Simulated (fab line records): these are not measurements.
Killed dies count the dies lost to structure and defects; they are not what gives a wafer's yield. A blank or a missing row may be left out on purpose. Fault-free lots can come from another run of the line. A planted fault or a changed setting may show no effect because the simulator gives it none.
Which tool is to blame?    flow nand-harc    14 lots, 42 wafers sampled, at 4 steps of a route of 1302

== WHAT THE GAUGES SHOWED, per wafer ==
The record holds no reading of a measuring or inspecting step that can be judged against a usual standard deviation.

== WHAT TOOL EACH LOT RAN ON (gives the tool, then ch and the chambers of the sampled wafers, and finally the start) ==
lot   NHARC_A_M1_ETCH_28                             NHARC_A_BONDPAD_ETCH_24                        NHARC_THIN_TSV_ETCHBACK_48          NHARC_THIN_TSV_ANNEAL_52
L153  rie-diel-12 ch 0,1,2, day 23 21:14 or earlier  rie-diel-10 ch 1,2,3, day 23 21:14 or earlier  rie-diel-01 ch 0,2,3, day 23 21:14  rtp-anneal-01 ch 0, day 23 23:01
L155  rie-diel-05 ch 0,2,3, day 24 13:29 or earlier  rie-diel-10 ch 0,1,2, day 24 13:29 or earlier  rie-diel-03 ch 0,2,3, day 24 13:29  rtp-anneal-02 ch 0, day 24 15:19
L154  rie-diel-12 ch 0,2,3, day 24 14:44 or earlier  rie-diel-10 ch 0,1,2, day 24 14:44 or earlier  rie-diel-11 ch 2,3, day 24 14:44    rtp-anneal-02 ch 0, day 24 16:31
L157  rie-diel-05 ch 1,2,3, day 25 07:05 or earlier  rie-diel-02 ch 0,1,2, day 25 07:05 or earlier  rie-diel-03 ch 0,2,3, day 25 07:05  rtp-anneal-01 ch 0, day 25 08:48
L159  rie-diel-08 ch 0,2,3, day 26 16:31 or earlier  rie-diel-02 ch 1,2,3, day 26 16:31 or earlier  rie-diel-03 ch 0,1,3, day 26 16:31  rtp-anneal-01 ch 0, day 26 18:17
L162  rie-diel-08 ch 1,2, day 28 05:47 or earlier    rie-diel-10 ch 1,2, day 28 05:47 or earlier    rie-diel-01 ch 1,2, day 28 05:47    rtp-anneal-02 ch 0, day 28 07:32
L163  rie-diel-12 ch 0,2,3, day 28 14:24 or earlier  rie-diel-02 ch 0,1,3, day 28 14:24 or earlier  rie-diel-03 ch 1,2,3, day 28 14:24  rtp-anneal-02 ch 0, day 28 16:07
L158  rie-diel-12 ch 1,2,3, day 29 07:22 or earlier  rie-diel-10 ch 0,1,2, day 29 07:22 or earlier  rie-diel-11 ch 0,1,3, day 29 07:22  rtp-anneal-02 ch 0, day 29 09:08
L166  rie-diel-05 ch 0,1,2, day 29 08:28 or earlier  rie-diel-10 ch 1,3, day 29 08:28 or earlier    rie-diel-03 ch 0,3, day 29 08:28    rtp-anneal-02 ch 0, day 29 10:16
L167  rie-diel-12 ch 0,1,3, day 29 09:37 or earlier  rie-diel-10 ch 0,1,2, day 29 09:37 or earlier  rie-diel-11 ch 1,2,3, day 29 09:37  rtp-anneal-02 ch 0, day 29 11:23
L165  rie-diel-05 ch 1,2,3, day 30 02:43 or earlier  rie-diel-02 ch 2,3, day 30 02:43 or earlier    rie-diel-01 ch 0,1,3, day 30 02:43  rtp-anneal-01 ch 0, day 30 04:26
L168  rie-diel-08 ch 1,2,3, day 30 17:56 or earlier  rie-diel-10 ch 0,1,3, day 30 17:56 or earlier  rie-diel-11 ch 0,3, day 30 17:56    rtp-anneal-01 ch 0, day 30 19:43
L169  rie-diel-05 ch 1,2,3, day 31 11:20 or earlier  rie-diel-10 ch 0,3, day 31 11:20 or earlier    rie-diel-11 ch 0,1,2, day 31 11:20  rtp-anneal-01 ch 0, day 31 13:01
L172  rie-diel-05 ch 2,3, day 32 07:13 or earlier    rie-diel-02 ch 0,1,2, day 32 07:13 or earlier  rie-diel-01 ch 1,2,3, day 32 07:13  rtp-anneal-01 ch 0, day 32 08:55
- NHARC_A_M1_ETCH_28: etches the open film in CF4/N2, target depth 30 nm, time 72.99 s.
- NHARC_A_BONDPAD_ETCH_24: etches the open film in CF4/N2, target depth 30 nm, time 72.99 s.
- NHARC_THIN_TSV_ETCHBACK_48: etches the open film in C4F8/Ar, target depth 1028.5 nm, time 405.17 s.
- NHARC_THIN_TSV_ANNEAL_52: time 90 s.

== AS READ BY THE TOOLS THEMSELVES (means over the sampled wafers that have a number; for cases with no such wafer, the mark the record gives instead) ==
NHARC_A_M1_ETCH_28.
lot   tool         drypump-motor-current-A (A)  oes-product-au (a.u.)  rf-vpp-V (V)  showerhead-plenum-p-Torr (Torr)  throttle-valve-pct (%)
L153  rie-diel-12  5.5                          1.013                  317.1         2.78                             19.797
L155  rie-diel-05  5.8                          1.001                  311.8         2.53                             19.802
L154  rie-diel-12  5.3                          1.012                  316.4         2.79                             19.793
L157  rie-diel-05  5.4                          0.997                  312.7         2.55                             19.795
L159  rie-diel-08  5.3                          1.015                  312.9         2.52                             19.799
L162  rie-diel-08  5.1                          1.004                  313.0         2.55                             19.786
L163  rie-diel-12  5.3                          1.002                  316.8         2.79                             19.792
L158  rie-diel-12  5.8                          1.008                  316.4         2.77                             19.797
L166  rie-diel-05  5.7                          0.996                  313.2         2.61                             19.805
L167  rie-diel-12  5.6                          1.010                  317.4         2.78                             19.787
L165  rie-diel-05  5.4                          1.003                  311.9         2.55                             19.801
L168  rie-diel-08  5.5                          1.007                  313.4         2.59                             19.800
L169  rie-diel-05  5.4                          0.986                  313.5         2.55                             19.799
L172  rie-diel-05  5.4                          0.996                  311.4         2.47                             19.793

NHARC_A_BONDPAD_ETCH_24.
lot   tool         drypump-motor-current-A (A)  oes-product-au (a.u.)  rf-vpp-V (V)  showerhead-plenum-p-Torr (Torr)  throttle-valve-pct (%)
L153  rie-diel-10  6.1                          1.009                  315.3         2.72                             19.794
L155  rie-diel-10  6.0                          1.019                  313.5         2.60                             19.791
L154  rie-diel-10  6.0                          1.021                  314.4         2.60                             19.806
L157  rie-diel-02  6.4                          0.996                  315.0         2.65                             19.800
L159  rie-diel-02  6.5                          1.000                  312.6         2.55                             19.805
L162  rie-diel-10  6.0                          1.001                  315.0         2.68                             19.795
L163  rie-diel-02  6.4                          1.003                  312.9         2.60                             19.789
L158  rie-diel-10  6.0                          0.998                  314.3         2.60                             19.792
L166  rie-diel-10  6.4                          0.994                  314.8         2.70                             19.791
L167  rie-diel-10  6.0                          0.985                  313.6         2.60                             19.789
L165  rie-diel-02  6.5                          0.998                  311.9         2.55                             19.799
L168  rie-diel-10  6.1                          0.999                  314.6         2.64                             19.794
L169  rie-diel-10  6.0                          1.001                  315.2         2.70                             19.793
L172  rie-diel-02  6.4                          0.998                  314.5         2.64                             19.797

NHARC_THIN_TSV_ETCHBACK_48.
lot   tool         oes-product-au (a.u.)  rf-vpp-V (V)  run-length-s (s)
L153  rie-diel-01  0.94                   545           426.2
L155  rie-diel-03  0.93                   550           426.6
L154  rie-diel-11  0.91                   548           426.2
L157  rie-diel-03  0.92                   551           426.5
L159  rie-diel-03  0.92                   549           426.5
L162  rie-diel-01  0.93                   550           426.4
L163  rie-diel-03  1.00                   548           426.4
L158  rie-diel-11  0.98                   548           426.7
L166  rie-diel-03  0.92                   552           426.3
L167  rie-diel-11  0.92                   547           426.5
L165  rie-diel-01  0.93                   546           426.0
L168  rie-diel-11  0.91                   548           343.4
L169  rie-diel-11  0.92                   545           260.8
L172  rie-diel-01  0.97                   546           426.1

NHARC_THIN_TSV_ANNEAL_52.
lot   tool           anneal-temp-c-max  wafer_temp_C_max
L153  rtp-anneal-01  225.92             225.68
L155  rtp-anneal-02  225.72             225.82
L154  rtp-anneal-02  226.10             225.67
L157  rtp-anneal-01  225.63             225.93
L159  rtp-anneal-01  225.57             225.49
L162  rtp-anneal-02  226.08             225.95
L163  rtp-anneal-02  225.97             225.64
L158  rtp-anneal-02  226.10             225.75
L166  rtp-anneal-02  226.15             225.73
L167  rtp-anneal-02  226.12             225.50
L165  rtp-anneal-01  225.69             225.77
L168  rtp-anneal-01  225.59             225.80
L169  rtp-anneal-01  225.48             225.64
L172  rtp-anneal-01  225.64             225.94

== THE ANSWER, worked out from the rows above alone ==
Rule: the lots themselves supply what counts as usual. Put in order of their means at a reading, lots are off if they are a third of the lots or fewer, leave a main group of 4 or more, and stand apart from it by a gap of 3 or more times the standard deviation of the main group's means; of several such gaps the widest counts. If all means in a main group match to the digits the tables above print for the reading, that group is not used. A lot without any number at a reading at which 4 lots or more have one is off too. Where the step has rows for the other lots, those lots are counted as sound. First the gauges in route order, then the tools' own readings, where a lot's mean is used as printed above. The first step at which some lot is off is used, and at that step the reading that is off furthest; a lot without a number counts as furthest.
Off: L168, L169, at NHARC_THIN_TSV_ETCHBACK_48 (run-length-s). Main group: mean 426.4 s, sd 0.2.
A tool fits if, at that step or a process step before it, it ran every lot that is off, and no sound lot after the first of them. NHARC_A_M1_ETCH_28: start missing for some lots; hours and lot order therefore follow NHARC_THIN_TSV_ETCHBACK_48. NHARC_A_BONDPAD_ETCH_24: start missing for some lots; hours and lot order therefore follow NHARC_THIN_TSV_ETCHBACK_48. Can't be told from this: 2 tools fit, rie-diel-10 at NHARC_A_BONDPAD_ETCH_24, rie-diel-11 at NHARC_THIN_TSV_ETCHBACK_48.

== WHAT THE SIMULATOR HAD PUT IN ==
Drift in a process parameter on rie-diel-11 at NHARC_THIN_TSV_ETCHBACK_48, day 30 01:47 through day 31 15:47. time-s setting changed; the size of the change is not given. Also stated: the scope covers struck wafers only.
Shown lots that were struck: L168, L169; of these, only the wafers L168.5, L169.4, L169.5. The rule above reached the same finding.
